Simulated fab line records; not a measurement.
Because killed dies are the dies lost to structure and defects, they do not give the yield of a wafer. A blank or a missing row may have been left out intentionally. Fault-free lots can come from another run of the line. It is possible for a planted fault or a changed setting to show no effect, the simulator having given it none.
8D (eight disciplines) problem report, filled in by code	flow nand_harc	the parts of the form that need people (team, actions taken, sign-off) are left out

## 1. THE PROBLEM
Wafers without a fault read 100.1 nm, standard deviation 0.45; cd_nm at NHARC_A_CHANNEL_HOLE_D1_CD_MEAS_10 reads a mean of 102.4 nm on 6 wafers belonging to 2 lots. Relative to the usual mean, that is a shift of +5.1 standard deviations.
The step: target cd 100 nm.
Earliest sighting: wafer L196.3 on cd_sem-03 at day 12 22:48. The record has a number at this step for 33 wafers belonging to 11 lots. Rule for "out", or "out of limits": more than 4 standard deviations from the usual mean. The other wafers with a number count as sound.

## 2. WHAT IT IS AND WHAT IT IS NOT
question	is	is not
which readings at this step	cd_nm	-
which lots	L196, L202	L185, L187, L190, L192, L193, L194, L205, L206, L207
which wafers of those lots	all that have a number	-
read on which gauges	cd_sem-03	cd_sem-01, cd_sem-02
when	from day 12 22:48	up to then (18 sound wafers); but 9 sound wafers of L205, L206, L207 came after

## 3. WHAT RULES OUT EACH SUSPECT
Counting: any tool at a process step up to the reading is kept as a suspect provided that every lot that is out went through it and no sound lot did after the first of them.
- ruled out: the gauge at NHARC_A_CHANNEL_HOLE_D1_CD_MEAS_10. All the wafers that are out were read on cd_sem-03, but those of them that NHARC_A_CHANNEL_HOLE_D1_EXPOSE_07 has rows for are out there too, on other tools.
- arfi_scanner-03 at NHARC_A_CHANNEL_HOLE_D1_EXPOSE_07 (exposes mask HOLE D1, target cd 100 nm): kept. It processed each lot that is out, first L196 at day 12 22:40, and no sound lot thereafter; up to then, the last sound lot it processed was L194 at day 12 10:49. On those wafers its own readings are out: exposure_dose_mJ_cm2.
Left after counting: arfi_scanner-03 at NHARC_A_CHANNEL_HOLE_D1_EXPOSE_07.

## 4. THE CAUSE (what the simulator had put in)
Drift in process parameters on arfi_scanner-03 at NHARC_A_CHANNEL_HOLE_D1_EXPOSE_07, starting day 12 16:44. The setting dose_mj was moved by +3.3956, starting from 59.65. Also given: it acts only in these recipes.
After counting, this tool was the only one left.

## 5. THE CHAIN OF EFFECTS, in route order
Each row: a reading whose mean over the struck wafers that have a number lies more than 3 standard deviations from the usual. Only readings whose record carries a usual standard deviation are examined. hours: median over the lots of the time between each lot's start at the first step of this table that gives one and its start at this step. sigmas: the change, counted in usual standard deviations.
hours	step	reading	usual	on struck wafers	change	sigmas
0	NHARC_A_CHANNEL_HOLE_D1_EXPOSE_07	exposure_dose_mJ_cm2	59.63	62.68	+3.05	+52
0	NHARC_A_CHANNEL_HOLE_D1_CD_MEAS_10	cd_nm	100.1 nm	102.4	+2.3	+5.1
The process steps in it:
- NHARC_A_CHANNEL_HOLE_D1_EXPOSE_07: exposes mask HOLE D1, target cd 100 nm.

## 6. WHAT WOULD HAVE CAUGHT IT SOONER
Counted from the fault's start at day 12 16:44, it took 6 hours until the first out-of-limits reading at a measuring or inspecting step in this record, taken at day 12 22:48.
At NHARC_A_CHANNEL_HOLE_D1_EXPOSE_07, the tool's own readings (exposure_dose_mJ_cm2) were out on each struck wafer the step has a row for, so an alarm limit on them would have fired on the first such wafer.
Among the 2 lots that are out, L202 began NHARC_A_CHANNEL_HOLE_D1_EXPOSE_07 on arfi_scanner-03 after day 12 22:48. Putting the tool on hold at that point would have spared it.
